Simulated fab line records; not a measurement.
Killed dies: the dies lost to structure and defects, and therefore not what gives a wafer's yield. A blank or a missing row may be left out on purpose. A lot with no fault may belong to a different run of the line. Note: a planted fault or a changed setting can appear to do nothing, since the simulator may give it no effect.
Which tool is to blame? / flow n5_finfet / 24 wafers from 8 lots sampled at 9 of the route's 1938 steps

## WHAT THE GAUGES SHOWED, per wafer
N5_SPACER0_INSPECT_04: inspects for defects (darkfield). Usual: raw_defect_count at 129, with a standard deviation of 33.
lot=L766; measured=day 3 23:02; on=defect_inspect-01; raw_defect_count=132 95 124; flag=
lot=L767; measured=day 4 01:44; on=defect_inspect-01; raw_defect_count=107 129 97; flag=
lot=L769; measured=day 4 13:04; on=defect_inspect-01; raw_defect_count=435 372 366; flag=OFF
lot=L771; measured=day 5 03:49; on=defect_inspect-01; raw_defect_count=377 400 371; flag=OFF
lot=L781; measured=day 7 13:47; on=defect_inspect-02; raw_defect_count=122 157 140; flag=
lot=L782; measured=day 7 17:51; on=defect_inspect-01; raw_defect_count=84 91 122; flag=
lot=L784; measured=day 8 05:57; on=defect_inspect-02; raw_defect_count=154 168 157; flag=
lot=L785; measured=day 8 11:29; on=defect_inspect-01; raw_defect_count=61 97 122; flag=

N5_SD_EPI_N_OVL_MEAS_10. Usual: SD_N_BLK_OVL -0.5 nm, standard deviation 0.78.
lot=L766; measured=day 3 23:21; on=overlay-01; SD_N_BLK_OVL (nm)=-0.2 0.8 1.1; flag=
lot=L767; measured=day 4 02:10; on=overlay-02; SD_N_BLK_OVL (nm)=-1.4 -2.6 -1.7; flag=
lot=L769; measured=day 4 13:29; on=overlay-01; SD_N_BLK_OVL (nm)=-0.4 -0.5 -0.2; flag=
lot=L771; measured=day 5 04:16; on=overlay-02; SD_N_BLK_OVL (nm)=-0.8 -0.4 -0.3; flag=
lot=L781; measured=day 7 14:13; on=overlay-01; SD_N_BLK_OVL (nm)=0.1 -0.2 -0.8; flag=
lot=L782; measured=day 7 18:16; on=overlay-02; SD_N_BLK_OVL (nm)=0.5 0.7 -0.7; flag=
lot=L784; measured=day 8 06:23; on=overlay-02; SD_N_BLK_OVL (nm)=-1.4 -0.9 -1.5; flag=
lot=L785; measured=day 8 11:55; on=overlay-01; SD_N_BLK_OVL (nm)=-1.3 -2.2 -1.3; flag=

N5_SD_EPI_N_INSPECT_11: inspects for defects (macro). Usual: raw_defect_count at 2.0, with a standard deviation of 1.5.
lot=L766; measured=day 3 23:22; on=defect_inspect-01; raw_defect_count=2 4 2; flag=
lot=L767; measured=day 4 02:11; on=defect_inspect-01; raw_defect_count=2 3 2; flag=
lot=L769; measured=day 4 13:31; on=defect_inspect-01; raw_defect_count=279 297 265; flag=OFF
lot=L771; measured=day 5 04:17; on=defect_inspect-01; raw_defect_count=273 267 270; flag=OFF
lot=L781; measured=day 7 14:15; on=defect_inspect-01; raw_defect_count=2 1 3; flag=
lot=L782; measured=day 7 18:18; on=defect_inspect-02; raw_defect_count=1 2 0; flag=
lot=L784; measured=day 8 06:24; on=defect_inspect-02; raw_defect_count=2 2 1; flag=
lot=L785; measured=day 8 11:57; on=defect_inspect-02; raw_defect_count=1 4 2; flag=

N5_SD_EPI_N_INSPECT_26: inspects for defects (darkfield). Usual: raw_defect_count at 193, with a standard deviation of 40.
lot=L766; measured=day 4 03:27; on=defect_inspect-01; raw_defect_count=162 158 183; flag=
lot=L767; measured=day 4 06:15; on=defect_inspect-01; raw_defect_count=197 180 197; flag=
lot=L769; measured=day 4 18:02; on=defect_inspect-01; raw_defect_count=486 424 462; flag=OFF
lot=L771; measured=day 5 09:52; on=defect_inspect-01; raw_defect_count=451 439 419; flag=OFF
lot=L781; measured=day 7 18:14; on=defect_inspect-01; raw_defect_count=220 211 190; flag=
lot=L782; measured=day 7 22:59; on=defect_inspect-02; raw_defect_count=205 174 187; flag=
lot=L784; measured=day 8 11:16; on=defect_inspect-01; raw_defect_count=197 189 190; flag=
lot=L785; measured=day 8 16:09; on=defect_inspect-02; raw_defect_count=119 149 205; flag=

N5_SD_EPI_P_INSPECT_11: inspects for defects (macro). Usual: raw_defect_count at 2.1, with a standard deviation of 1.5.
lot=L766; measured=day 4 03:55; on=defect_inspect-01; raw_defect_count=1 4 4; flag=
lot=L767; measured=day 4 06:43; on=defect_inspect-01; raw_defect_count=3 0 1; flag=
lot=L769; measured=day 4 18:30; on=defect_inspect-01; raw_defect_count=288 285 264; flag=OFF
lot=L771; measured=day 5 10:11; on=defect_inspect-01; raw_defect_count=273 261 268; flag=OFF
lot=L781; measured=day 7 18:42; on=defect_inspect-01; raw_defect_count=3 5 3; flag=
lot=L782; measured=day 7 23:19; on=defect_inspect-01; raw_defect_count=2 1 4; flag=
lot=L784; measured=day 8 11:35; on=defect_inspect-02; raw_defect_count=1 4 4; flag=
lot=L785; measured=day 8 16:37; on=defect_inspect-01; raw_defect_count=2 2 6; flag=

N5_BEOL_M4_RC_MEAS_101. Usual: DIBL_N 36.3 mV/V, standard deviation 1.6; DIBL_P 36.4 mV/V, standard deviation 2.1; IOFF_N 0.16 nA/um, standard deviation 0.032; IOFF_P 0.22 nA/um, standard deviation 0.044; ION_N 675 uA/um, standard deviation 12; ION_P 463 uA/um, standard deviation 8.3; SS_N 71.6 mV/dec, standard deviation 0.64; SS_P 73.3 mV/dec, standard deviation 0.67; VT_N 250 mV, standard deviation 3.3; VT_P -250 mV, standard deviation 3.7.
lot=L766; measured=day 10 10:26; on=prober-02; DIBL_N (mV/V)=38.8 35.0 36.4; DIBL_P (mV/V)=38.2 33.1 35.1; IOFF_N (nA/um)=0.18 0.12 0.15; IOFF_P (nA/um)=0.23 0.16 0.20; ION_N (uA/um)=684 666 686; ION_P (uA/um)=466 455 464; SS_N (mV/dec)=71.7 70.6 71.9; SS_P (mV/dec)=73.9 73.1 73.5; VT_N (mV)=252 256 251; VT_P (mV)=-247 -255 -251; flag=
lot=L767; measured=day 10 02:59; on=prober-01; DIBL_N (mV/V)=36.7 36.5 37.5; DIBL_P (mV/V)=36.5 36.4 37.5; IOFF_N (nA/um)=0.17 0.16 0.18; IOFF_P (nA/um)=0.22 0.20 0.22; ION_N (uA/um)=675 664 682; ION_P (uA/um)=470 455 469; SS_N (mV/dec)=71.0 71.4 72.1; SS_P (mV/dec)=73.9 72.9 74.1; VT_N (mV)=248 251 248; VT_P (mV)=-249 -251 -248; flag=
lot=L769; measured=day 10 15:55; on=prober-01; DIBL_N (mV/V)=35.5 35.7 34.7; DIBL_P (mV/V)=36.4 36.0 34.5; IOFF_N (nA/um)=0.16 0.15 0.13; IOFF_P (nA/um)=0.22 0.21 0.18; ION_N (uA/um)=679 668 663; ION_P (uA/um)=465 457 451; SS_N (mV/dec)=71.4 71.8 71.7; SS_P (mV/dec)=73.5 72.9 73.5; VT_N (mV)=248 251 253; VT_P (mV)=-251 -248 -250; flag=
lot=L771; measured=day 11 14:42; on=prober-01; DIBL_N (mV/V)=38.7 38.2 37.8; DIBL_P (mV/V)=39.0 39.1 37.9; IOFF_N (nA/um)=0.20 0.18 0.18; IOFF_P (nA/um)=0.32 0.32 0.31; ION_N (uA/um)=664 683 686; ION_P (uA/um)=472 477 484; SS_N (mV/dec)=73.3 71.7 72.3; SS_P (mV/dec)=73.9 73.5 73.8; VT_N (mV)=248 249 247; VT_P (mV)=-242 -244 -240; flag=
lot=L781; measured=day 14 11:29; on=prober-02; DIBL_N (mV/V)=34.9 37.0 37.3; DIBL_P (mV/V)=35.0 37.8 37.6; IOFF_N (nA/um)=0.14 0.18 0.18; IOFF_P (nA/um)=0.19 0.24 0.23; ION_N (uA/um)=666 681 685; ION_P (uA/um)=465 469 467; SS_N (mV/dec)=71.3 71.4 71.3; SS_P (mV/dec)=72.3 73.3 73.4; VT_N (mV)=251 246 244; VT_P (mV)=-251 -247 -249; flag=
lot=L782; measured=day 14 05:22; on=prober-02; DIBL_N (mV/V)=34.3 34.8 33.7; DIBL_P (mV/V)=32.5 33.8 31.3; IOFF_N (nA/um)=0.10 0.12 0.09; IOFF_P (nA/um)=0.13 0.14 0.12; ION_N (uA/um)=642 676 651; ION_P (uA/um)=435 460 442; SS_N (mV/dec)=70.7 71.0 70.2; SS_P (mV/dec)=72.8 73.8 71.9; VT_N (mV)=257 253 258; VT_P (mV)=-258 -256 -259; flag=
lot=L784; measured=day 15 14:51; on=prober-02; DIBL_N (mV/V)=35.6 34.9 36.8; DIBL_P (mV/V)=35.1 34.2 35.7; IOFF_N (nA/um)=0.12 0.12 0.14; IOFF_P (nA/um)=0.18 0.17 0.19; ION_N (uA/um)=648 672 667; ION_P (uA/um)=450 464 461; SS_N (mV/dec)=71.4 70.7 70.9; SS_P (mV/dec)=73.4 73.2 72.4; VT_N (mV)=255 254 252; VT_P (mV)=-253 -251 -253; flag=
lot=L785; measured=day 15 18:29; on=prober-02; DIBL_N (mV/V)=35.4 34.7 40.7; DIBL_P (mV/V)=36.1 35.6 41.8; IOFF_N (nA/um)=0.13 0.13 0.24; IOFF_P (nA/um)=0.16 0.16 0.26; ION_N (uA/um)=665 662 697; ION_P (uA/um)=456 456 463; SS_N (mV/dec)=71.8 71.1 73.0; SS_P (mV/dec)=72.6 73.2 74.2; VT_N (mV)=254 252 245; VT_P (mV)=-253 -256 -247; flag=

## EACH LOT AND THE TOOL THAT RAN IT (in order: tool; ch and the chambers of the sampled wafers; start)
lot=L766; N5_DUMMY_GATE_ETCH_29=rie_diel-01 ch 0,3, day 3 21:20; N5_DUMMY_GATE_ETCH_23=rie_si-04 ch 1,2, day 3 21:59; N5_SPACER0_ALD_07=ald_sin-04 ch 0,2,3, day 3 22:28
lot=L767; N5_DUMMY_GATE_ETCH_29=rie_diel-05 ch 0,1,3, day 3 23:49; N5_DUMMY_GATE_ETCH_23=rie_si-03 ch 2,3, day 4 00:27; N5_SPACER0_ALD_07=ald_sin-04 ch 0,2, day 4 00:56
lot=L769; N5_DUMMY_GATE_ETCH_29=rie_diel-01 ch 1,2, day 4 11:19; N5_DUMMY_GATE_ETCH_23=rie_si-05 ch 0,2, day 4 11:57; N5_SPACER0_ALD_07=ald_sin-04 ch 1,2,3, day 4 12:29
lot=L771; N5_DUMMY_GATE_ETCH_29=rie_diel-01 ch 2,3, day 5 01:29; N5_DUMMY_GATE_ETCH_23=rie_si-03 ch 0,1, day 5 02:08; N5_SPACER0_ALD_07=ald_sin-04 ch 0,2, day 5 03:15
lot=L781; N5_DUMMY_GATE_ETCH_29=rie_diel-05 ch 1,2,3, day 7 11:52; N5_DUMMY_GATE_ETCH_23=rie_si-05 ch 2,3, day 7 12:31; N5_SPACER0_ALD_07=ald_sin-01 ch 1,2, day 7 13:14
lot=L782; N5_DUMMY_GATE_ETCH_29=rie_diel-05 ch 1,2, day 7 15:59; N5_DUMMY_GATE_ETCH_23=rie_si-03 ch 2,3, day 7 16:43; N5_SPACER0_ALD_07=ald_sin-04 ch 0,2,3, day 7 17:17
lot=L784; N5_DUMMY_GATE_ETCH_29=rie_diel-04 ch 0,2,3, day 8 04:16; N5_DUMMY_GATE_ETCH_23=rie_si-04 ch 0,2,3, day 8 04:53; N5_SPACER0_ALD_07=ald_sin-04 ch 1,2,3, day 8 05:23
lot=L785; N5_DUMMY_GATE_ETCH_29=rie_diel-01 ch 1,2,3, day 8 09:47; N5_DUMMY_GATE_ETCH_23=rie_si-03 ch 0,1,3, day 8 10:26; N5_SPACER0_ALD_07=ald_sin-04 ch 1,2,3, day 8 10:55
- N5_DUMMY_GATE_ETCH_29: etches underlayer in N2/H2, target depth 13 nm.
- N5_DUMMY_GATE_ETCH_23: etches poly-Si in HBr/Cl2/O2, target depth 41 nm, time 22.3 s.
- N5_SPACER0_ALD_07: deposits SiNx, target thk 2 nm.

## AS READ BY THE TOOLS THEMSELVES (means over the sampled wafers that have a number; for cases with no such wafer, the mark the record gives instead)
N5_DUMMY_GATE_ETCH_29. Usual: chamber_pressure_mTorr 29.999 mTorr, standard deviation 0.026; drypump_motor_current_A 5.8 A, standard deviation 0.49; oes_product_au 0.82 a.u., standard deviation 0.093; rf_vpp_V 524.5 V, standard deviation 2.2; showerhead_plenum_p_Torr 2.57 Torr, standard deviation 0.08; throttle_valve_pct 17.93 %, standard deviation 0.26.
lot=L766; tool=rie_diel-01; chamber_pressure_mTorr (mTorr)=29.998; drypump_motor_current_A (A)=6.3; oes_product_au (a.u.)=0.69; rf_vpp_V (V)=523.5; showerhead_plenum_p_Torr (Torr)=2.54; throttle_valve_pct (%)=18.25; flag=
lot=L767; tool=rie_diel-05; chamber_pressure_mTorr (mTorr)=30.011; drypump_motor_current_A (A)=5.2; oes_product_au (a.u.)=0.88; rf_vpp_V (V)=525.9; showerhead_plenum_p_Torr (Torr)=2.62; throttle_valve_pct (%)=17.97; flag=
lot=L769; tool=rie_diel-01; chamber_pressure_mTorr (mTorr)=29.988; drypump_motor_current_A (A)=5.8; oes_product_au (a.u.)=0.81; rf_vpp_V (V)=526.7; showerhead_plenum_p_Torr (Torr)=2.63; throttle_valve_pct (%)=17.79; flag=
lot=L771; tool=rie_diel-01; chamber_pressure_mTorr (mTorr)=29.988; drypump_motor_current_A (A)=5.5; oes_product_au (a.u.)=0.93; rf_vpp_V (V)=524.8; showerhead_plenum_p_Torr (Torr)=2.57; throttle_valve_pct (%)=17.69; flag=
lot=L781; tool=rie_diel-05; chamber_pressure_mTorr (mTorr)=30.000; drypump_motor_current_A (A)=5.5; oes_product_au (a.u.)=0.86; rf_vpp_V (V)=523.9; showerhead_plenum_p_Torr (Torr)=2.54; throttle_valve_pct (%)=17.88; flag=
lot=L782; tool=rie_diel-05; chamber_pressure_mTorr (mTorr)=29.996; drypump_motor_current_A (A)=5.6; oes_product_au (a.u.)=0.82; rf_vpp_V (V)=523.7; showerhead_plenum_p_Torr (Torr)=2.52; throttle_valve_pct (%)=17.87; flag=
lot=L784; tool=rie_diel-04; chamber_pressure_mTorr (mTorr)=30.014; drypump_motor_current_A (A)=5.7; oes_product_au (a.u.)=0.73; rf_vpp_V (V)=521.7; showerhead_plenum_p_Torr (Torr)=2.50; throttle_valve_pct (%)=18.03; flag=
lot=L785; tool=rie_diel-01; chamber_pressure_mTorr (mTorr)=29.972; drypump_motor_current_A (A)=5.8; oes_product_au (a.u.)=0.83; rf_vpp_V (V)=524.2; showerhead_plenum_p_Torr (Torr)=2.57; throttle_valve_pct (%)=17.79; flag=

N5_DUMMY_GATE_ETCH_23. Usual: chamber_pressure_mTorr 10.000 mTorr, standard deviation 0.01; drypump_motor_current_A 5.8 A, standard deviation 0.39; oes_product_au 0.997 a.u., standard deviation 0.017; throttle_valve_pct 37.19 %, standard deviation 0.25.
lot=L766; tool=rie_si-04; chamber_pressure_mTorr (mTorr)=9.996; drypump_motor_current_A (A)=5.6; oes_product_au (a.u.)=1.001; throttle_valve_pct (%)=37.61; flag=
lot=L767; tool=rie_si-03; chamber_pressure_mTorr (mTorr)=10.006; drypump_motor_current_A (A)=5.8; oes_product_au (a.u.)=1.020; throttle_valve_pct (%)=36.87; flag=
lot=L769; tool=rie_si-05; chamber_pressure_mTorr (mTorr)=10.000; drypump_motor_current_A (A)=6.0; oes_product_au (a.u.)=0.994; throttle_valve_pct (%)=37.05; flag=
lot=L771; tool=rie_si-03; chamber_pressure_mTorr (mTorr)=9.998; drypump_motor_current_A (A)=6.0; oes_product_au (a.u.)=1.006; throttle_valve_pct (%)=37.08; flag=
lot=L781; tool=rie_si-05; chamber_pressure_mTorr (mTorr)=10.001; drypump_motor_current_A (A)=6.1; oes_product_au (a.u.)=0.992; throttle_valve_pct (%)=37.17; flag=
lot=L782; tool=rie_si-03; chamber_pressure_mTorr (mTorr)=10.010; drypump_motor_current_A (A)=5.8; oes_product_au (a.u.)=1.007; throttle_valve_pct (%)=36.87; flag=
lot=L784; tool=rie_si-04; chamber_pressure_mTorr (mTorr)=9.998; drypump_motor_current_A (A)=5.7; oes_product_au (a.u.)=1.003; throttle_valve_pct (%)=37.27; flag=
lot=L785; tool=rie_si-03; chamber_pressure_mTorr (mTorr)=10.011; drypump_motor_current_A (A)=5.8; oes_product_au (a.u.)=0.997; throttle_valve_pct (%)=37.05; flag=

N5_SPACER0_ALD_07. Usual: heater_power_w at 848 W, with a standard deviation of 84.
lot=L766; tool=ald_sin-04; heater_power_w (W)=817; flag=
lot=L767; tool=ald_sin-04; heater_power_w (W)=858; flag=
lot=L769; tool=ald_sin-04; heater_power_w (W)=864; flag=
lot=L771; tool=ald_sin-04; heater_power_w (W)=834; flag=
lot=L781; tool=ald_sin-01; heater_power_w (W)=908; flag=
lot=L782; tool=ald_sin-04; heater_power_w (W)=802; flag=
lot=L784; tool=ald_sin-04; heater_power_w (W)=852; flag=
lot=L785; tool=ald_sin-04; heater_power_w (W)=850; flag=

## THE ANSWER, worked out from the rows above alone
Rule: a lot counts as off when the mean over its wafers that have a number is more than 3 standard deviations away from the usual mean. Also off: a lot with no number at a reading for which 4 or more lots have one. The other lots that the step has rows for count as sound. After the gauges, taken in route order, come the tools' own readings; for these a lot's mean is taken, as printed above. The first step at which some lot is off is used, and at that step the reading that is off furthest; a lot without a number counts as furthest.
Off at N5_SPACER0_INSPECT_04 (raw_defect_count): L769, L771.
If a tool, at a process step before that reading, ran all the lots that are off and no sound lot after the first of them, it fits. The gauges at N5_SPACER0_INSPECT_04 are tried like those tools. None of those tried fits.

## WHAT WAS PUT IN BY THE SIMULATOR
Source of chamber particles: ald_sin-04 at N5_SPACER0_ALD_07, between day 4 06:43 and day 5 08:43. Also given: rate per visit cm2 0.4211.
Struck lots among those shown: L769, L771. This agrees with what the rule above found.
